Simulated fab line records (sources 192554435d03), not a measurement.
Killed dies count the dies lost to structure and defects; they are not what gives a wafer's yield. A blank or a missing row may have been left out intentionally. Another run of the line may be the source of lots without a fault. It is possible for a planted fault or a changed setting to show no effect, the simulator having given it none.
Split-lot experiment / flow n5Finfet / 39 wafers read across 7 lots, on a route 1938 steps long

== ABOUT THE SPLIT ==
At N5_BEOL_M9_ILD_DEP_00 (deposits SiCOH lowk from DEMS/porogen, target thk 308.51 nm, time 58 s), the setting targetThkA was moved away from the recipe's 3085.1 angstrom on 18 of the 39 wafers read, by -53.2% to +41.1%. This setting was run at the recipe's value on the other wafers.

== SPLIT TO READING: what lies between them in the file, 1 step ==
- N5_BEOL_M9_CURE_71: cures SiCOH lowk, time 240 s

== THE READING ==
Values of M9_ILD_THK in nm from N5_BEOL_M9_THK_MEAS_01. Typical for fault-free wafers on this fab line: 271 nm, with standard deviation 4.1 nm.

wafer=L077.1; tool, chamber at the split=pecvd-02, 1; targetThkA as run, angstrom=3085.1; against the recipe=recipe; M9_ILD_THK, nm=273; against lot-mates on the recipe=-
wafer=L077.2; tool, chamber at the split=pecvd-02, 2; targetThkA as run, angstrom=3085.1; against the recipe=recipe; M9_ILD_THK, nm=266; against lot-mates on the recipe=-
wafer=L077.3; tool, chamber at the split=pecvd-02, 0; targetThkA as run, angstrom=2448; against the recipe=-20.7%; M9_ILD_THK, nm=216; against lot-mates on the recipe=-57
wafer=L077.4; tool, chamber at the split=pecvd-02, 1; targetThkA as run, angstrom=2448; against the recipe=-20.7%; M9_ILD_THK, nm=223; against lot-mates on the recipe=-50
wafer=L077.5; tool, chamber at the split=pecvd-02, 0; targetThkA as run, angstrom=3085.1; against the recipe=recipe; M9_ILD_THK, nm=279; against lot-mates on the recipe=-
wafer=L077.6; tool, chamber at the split=pecvd-02, 2; targetThkA as run, angstrom=2448; against the recipe=-20.7%; M9_ILD_THK, nm=215; against lot-mates on the recipe=-58
wafer=L083.1; tool, chamber at the split=pecvd-01, 1; targetThkA as run, angstrom=3085.1; against the recipe=recipe; M9_ILD_THK, nm=270; against lot-mates on the recipe=-
wafer=L083.3; tool, chamber at the split=pecvd-01, 2; targetThkA as run, angstrom=3085.1; against the recipe=recipe; M9_ILD_THK, nm=272; against lot-mates on the recipe=-
wafer=L083.6; tool, chamber at the split=pecvd-01, 2; targetThkA as run, angstrom=3085.1; against the recipe=recipe; M9_ILD_THK, nm=275; against lot-mates on the recipe=-
wafer=L082.1; tool, chamber at the split=pecvd-03, 2; targetThkA as run, angstrom=1445; against the recipe=-53.2%; M9_ILD_THK, nm=129; against lot-mates on the recipe=-144
wafer=L082.2; tool, chamber at the split=pecvd-03, 0; targetThkA as run, angstrom=1445; against the recipe=-53.2%; M9_ILD_THK, nm=130; against lot-mates on the recipe=-143
wafer=L082.3; tool, chamber at the split=pecvd-03, 1; targetThkA as run, angstrom=3085.1; against the recipe=recipe; M9_ILD_THK, nm=273; against lot-mates on the recipe=-
wafer=L082.4; tool, chamber at the split=pecvd-03, 0; targetThkA as run, angstrom=3085.1; against the recipe=recipe; M9_ILD_THK, nm=274; against lot-mates on the recipe=-
wafer=L082.5; tool, chamber at the split=pecvd-03, 1; targetThkA as run, angstrom=1445; against the recipe=-53.2%; M9_ILD_THK, nm=129; against lot-mates on the recipe=-144
wafer=L082.6; tool, chamber at the split=pecvd-03, 2; targetThkA as run, angstrom=3085.1; against the recipe=recipe; M9_ILD_THK, nm=272; against lot-mates on the recipe=-
wafer=L081.1; tool, chamber at the split=pecvd-03, 1; targetThkA as run, angstrom=3085.1; against the recipe=recipe; M9_ILD_THK, nm=268; against lot-mates on the recipe=-
wafer=L081.2; tool, chamber at the split=pecvd-03, 0; targetThkA as run, angstrom=1872; against the recipe=-39.3%; M9_ILD_THK, nm=165; against lot-mates on the recipe=-107
wafer=L081.3; tool, chamber at the split=pecvd-03, 2; targetThkA as run, angstrom=1872; against the recipe=-39.3%; M9_ILD_THK, nm=164; against lot-mates on the recipe=-108
wafer=L081.4; tool, chamber at the split=pecvd-03, 1; targetThkA as run, angstrom=3085.1; against the recipe=recipe; M9_ILD_THK, nm=274; against lot-mates on the recipe=-
wafer=L081.5; tool, chamber at the split=pecvd-03, 2; targetThkA as run, angstrom=3085.1; against the recipe=recipe; M9_ILD_THK, nm=273; against lot-mates on the recipe=-
wafer=L081.6; tool, chamber at the split=pecvd-03, 0; targetThkA as run, angstrom=1872; against the recipe=-39.3%; M9_ILD_THK, nm=164; against lot-mates on the recipe=-108
wafer=L089.1; tool, chamber at the split=pecvd-03, 2; targetThkA as run, angstrom=3085.1; against the recipe=recipe; M9_ILD_THK, nm=266; against lot-mates on the recipe=-
wafer=L089.2; tool, chamber at the split=pecvd-03, 2; targetThkA as run, angstrom=2378; against the recipe=-22.9%; M9_ILD_THK, nm=212; against lot-mates on the recipe=-59
wafer=L089.3; tool, chamber at the split=pecvd-03, 2; targetThkA as run, angstrom=2378; against the recipe=-22.9%; M9_ILD_THK, nm=210; against lot-mates on the recipe=-61
wafer=L089.4; tool, chamber at the split=pecvd-03, 2; targetThkA as run, angstrom=3085.1; against the recipe=recipe; M9_ILD_THK, nm=272; against lot-mates on the recipe=-
wafer=L089.5; tool, chamber at the split=pecvd-03, 2; targetThkA as run, angstrom=3085.1; against the recipe=recipe; M9_ILD_THK, nm=274; against lot-mates on the recipe=-
wafer=L089.6; tool, chamber at the split=pecvd-03, 2; targetThkA as run, angstrom=2378; against the recipe=-22.9%; M9_ILD_THK, nm=209; against lot-mates on the recipe=-62
wafer=L091.1; tool, chamber at the split=pecvd-01, 1; targetThkA as run, angstrom=1461; against the recipe=-52.6%; M9_ILD_THK, nm=126; against lot-mates on the recipe=-144
wafer=L091.2; tool, chamber at the split=pecvd-01, 0; targetThkA as run, angstrom=1461; against the recipe=-52.6%; M9_ILD_THK, nm=124; against lot-mates on the recipe=-146
wafer=L091.3; tool, chamber at the split=pecvd-01, 2; targetThkA as run, angstrom=3085.1; against the recipe=recipe; M9_ILD_THK, nm=263; against lot-mates on the recipe=-
wafer=L091.4; tool, chamber at the split=pecvd-01, 2; targetThkA as run, angstrom=3085.1; against the recipe=recipe; M9_ILD_THK, nm=272; against lot-mates on the recipe=-
wafer=L091.5; tool, chamber at the split=pecvd-01, 1; targetThkA as run, angstrom=3085.1; against the recipe=recipe; M9_ILD_THK, nm=274; against lot-mates on the recipe=-
wafer=L091.6; tool, chamber at the split=pecvd-01, 0; targetThkA as run, angstrom=1461; against the recipe=-52.6%; M9_ILD_THK, nm=123; against lot-mates on the recipe=-147
wafer=L090.1; tool, chamber at the split=pecvd-02, 1; targetThkA as run, angstrom=4352; against the recipe=+41.1%; M9_ILD_THK, nm=382; against lot-mates on the recipe=+113
wafer=L090.2; tool, chamber at the split=pecvd-02, 0; targetThkA as run, angstrom=4352; against the recipe=+41.1%; M9_ILD_THK, nm=383; against lot-mates on the recipe=+114
wafer=L090.3; tool, chamber at the split=pecvd-02, 2; targetThkA as run, angstrom=3085.1; against the recipe=recipe; M9_ILD_THK, nm=261; against lot-mates on the recipe=-
wafer=L090.4; tool, chamber at the split=pecvd-02, 2; targetThkA as run, angstrom=4352; against the recipe=+41.1%; M9_ILD_THK, nm=384; against lot-mates on the recipe=+115
wafer=L090.5; tool, chamber at the split=pecvd-02, 1; targetThkA as run, angstrom=3085.1; against the recipe=recipe; M9_ILD_THK, nm=268; against lot-mates on the recipe=-
wafer=L090.6; tool, chamber at the split=pecvd-02, 0; targetThkA as run, angstrom=3085.1; against the recipe=recipe; M9_ILD_THK, nm=279; against lot-mates on the recipe=-

FIT RESULTS
A straight line over all 39 wafers: M9_ILD_THK changes by +2.72 nm for each +1% of targetThkA; r = +1.00; the points scatter about the line by 3.9 nm.
The same after taking each lot's own level away (the mean of its wafers on the recipe; 39 wafers): +2.74 nm for each +1%; r = +1.00; scatter 3.6 nm.
Per that fit: largest targetThkA move, reading shift of 1.5e+02 nm.
Across the lots, their own levels run from 269.3 to 273.0 nm, a range of 0.9 times the standard deviation given above.
Consequently the slope shifts little with the lot-to-lot level, the two slopes agreeing.
Check: for one of the wafers moved furthest among these (-53.2%), held out of the fit, the line's prediction against its lot-mates is -145 nm. It came out at -144 nm against them.

== ADDITIONAL SPLITS CARRIED BY THESE WAFERS ==
Note: prior to the reading, these wafers also went through further splits. Each is held against what the fit with the lots' levels taken away leaves over:
other split on the same wafers=N5_BEOL_M7_ILD_DEP_00 targetThkA; wafers away from the commonest value=18; r with M9_ILD_THK (lot level and that fit taken away)=+0.24

== THE WHOLE CHAIN: every reading that the file lists as answering this split, in the file's order ==
step=N5_BEOL_M9_ILD_DEP_00; what it does=deposits SiCOH lowk from DEMS/porogen, target thk 308.51 nm, time 58 s; reading=SiCOH_lowk_of_BEOL_M9_ILD_DEP_00.thkNm (the simulator's own value, which no gauge read); change (the file's fit)=+3.1 nm for each +1% of the setting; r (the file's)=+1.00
step=N5_BEOL_M9_CURE_71; what it does=cures SiCOH lowk, time 240 s; reading=SiCOH_lowk_of_BEOL_M9_ILD_DEP_00.thkNm (the simulator's own value, which no gauge read); change (the file's fit)=+2.73 nm for each +1% of the setting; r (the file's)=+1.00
step=N5_BEOL_M9_THK_MEAS_01; what it does=; reading=M9_ILD_THK; change (the file's fit)=+2.73 for each +1% of the setting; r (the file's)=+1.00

== FILE'S OWN FIT ==
M9_ILD_THK changes by +2.73 nm for each +1% of targetThkA, r = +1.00.
